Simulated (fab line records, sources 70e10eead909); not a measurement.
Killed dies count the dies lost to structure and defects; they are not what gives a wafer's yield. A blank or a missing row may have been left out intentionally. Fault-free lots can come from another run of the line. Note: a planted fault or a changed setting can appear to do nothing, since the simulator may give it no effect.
Comparing a struck lot with a sound one / flow nandHarc / 27 steps out of a route of 1302
Sound: the wafers L378.3, L378.4, L378.5. Struck: wafer L394.3. The cause comes at the end.
Per side, at each step with rows, come the tool, then ch with its chambers, and then its first start. Under that, the readings that differ: sound wafers / struck wafers / difference of the means / sigmas: that difference in standard deviations of wafers without a fault.
alike: words and numbers the same on both sides, and readings whose means are apart by under 2 such deviations; not compared: readings that were withheld, readings missing a value for some wafer, numbers with overlapping values and no deviation given by the record, and bounds like >300 which may hide the same value.
A row with sigmas, a row that says differs or no value, or rows on one side alone: a step with any of these is where the two part. Numbers that don't overlap but have no deviation are shown without sigmas and don't part them. Lack of a reading on every wafer of one side parts them only where that side has two or more wafers.

NHARC_A_CONTACT_ETCH_132: etches the open film in C4F8/O2/Ar, time 197 s, target depth 1924 nm.
  sound on harCapEtch-01 ch 0,1, day 23 19:28; struck on harCapEtch-02 ch 1, day 30 09:19
  not compared: rfHoursCounterH
NHARC_A_CONTACT_ETCH_133: etches the open film in C4F8/O2/Ar, time 374 s, target depth 1610 nm.
  sound on harCapEtch-01 ch 0,1, day 23 19:44; struck on harCapEtch-02 ch 1, day 30 09:35
  not compared: rfHoursCounterH
then, 1 step without rows for these wafers: NHARC_A_CONTACT_ETCH_91 (etches the open film in CH3F/O2, target depth 40 nm, time 85.7 s).
NHARC_A_CONTACT_ETCH_97: etches the open film in C4F6/O2, target depth 20 nm, time 10 s.
  sound: rieDiel-06 ch 0,1,3; struck: rieDiel-06 ch 2
  alike: c4f6FlowSccm, drypumpMotorCurrentA, oesProductAu, rfFwdPowerW, rfVppV, showerheadPlenumPTorr, throttleValvePct
  not compared: rfHoursCounterH
NHARC_A_CONTACT_CD_MEAS_80:
  sound: cdSem-01 at day 23 20:35; struck: cdSem-02 at day 30 10:27
  alike: cdNm
then, 4 steps without rows for these wafers: NHARC_A_CONTACT_STRIP_103 (strips in N2/H2); NHARC_A_CONTACT_STRIP_104 (strips in CF4/CHF3); NHARC_A_CONTACT_STRIP_105 (strips in O2/COS); NHARC_A_CONTACT_ETCH_106 (etches the open film in CF4/O2, target depth 90 nm, overetch 9 nm, time 49.5 s).
NHARC_A_CONTACT_STRIP_82: strips in O2.
  sound: rieDiel-12 ch 0,2,3; struck: rieDiel-06 ch 2
reading=showerheadPlenumPTorr (Torr); sound=3.31 3.64 3.39; struck=3.73; difference=+0.28; sigmas=+2
  alike: drypumpMotorCurrentA, oesProductAu, rfVppV, throttleValvePct
  not compared: rfHoursCounterH
then, 1 step without rows for these wafers: NHARC_A_CONTACT_STRIP_83 (strips in post etch residue remover, time 600 s).
NHARC_A_CONTACT_DEP_84: deposits aC, target thk 2800 nm.
  sound on aclDep-03 ch 0, day 23 23:45; struck on aclDep-03 ch 0, day 30 12:56
  alike: throttleValvePct
NHARC_A_CONTACT_DEP_85: deposits SiON, target thk 60 nm.
  sound on pecvd-04 ch 0,2, day 24 00:56; struck on pecvd-04 ch 2, day 30 14:08
  alike: heaterPowerW, rfFwdPowerW
then, 10 steps without rows for these wafers: NHARC_A_CONTACT_DEHYDRATE_00 (time 120 s); NHARC_A_CONTACT_HMDS_01 (time 30 s); NHARC_A_CONTACT_COAT_86 (time 75 s); NHARC_A_CONTACT_COAT_87 (time 65 s); NHARC_A_CONTACT_COAT_02 (resist thk 90 nm); NHARC_A_CONTACT_SOFTBAKE_03 (time 55 s); NHARC_A_CONTACT_EBR_04; NHARC_A_CONTACT_EXPOSE_05 (exposes mask A CC); NHARC_A_CONTACT_PEB_06 (peb time 65 s); NHARC_A_CONTACT_DEVELOP_07 (develop time 35 s).
NHARC_A_CONTACT_CD_MEAS_08: target cd 200 nm.
  sound on cdSem-02 ch 0, day 24 01:32; struck on cdSem-03 ch 0, day 30 14:49
reading=cdNm (nm); sound=198.0 198.7 198.2; struck=200.4; difference=+2.1; sigmas=+2
NHARC_A_CONTACT_OVL_MEAS_09:
  sound: overlay-01 at day 24 01:37; struck: overlay-02 at day 30 14:54
  alike: overlayXNm, overlayYNm
NHARC_A_CONTACT_INSPECT_10:
  sound: defectInspect-02 at day 24 01:39; struck: defectInspect-02 at day 30 15:07
reading=rawDefectCount; sound=61 58 67; struck=471; difference=+409; sigmas=+15
  not compared: hold
-- the record jumps here: 3 days lie between the struck wafers' starts before and after (it left off in module A_CONTACT and takes up again in module END, whose first step shown is number 1302 of the route) --
NHARC_END_SORT_01:
  here the record holds rows for the struck wafers (prober-01 ch 0, day 33 08:47) but none for the sound ones

== WHERE THEY PART ==
At NHARC_A_CONTACT_STRIP_82 first; at NHARC_END_SORT_01 last (within this record only).

WHY: the cause the simulator had injected
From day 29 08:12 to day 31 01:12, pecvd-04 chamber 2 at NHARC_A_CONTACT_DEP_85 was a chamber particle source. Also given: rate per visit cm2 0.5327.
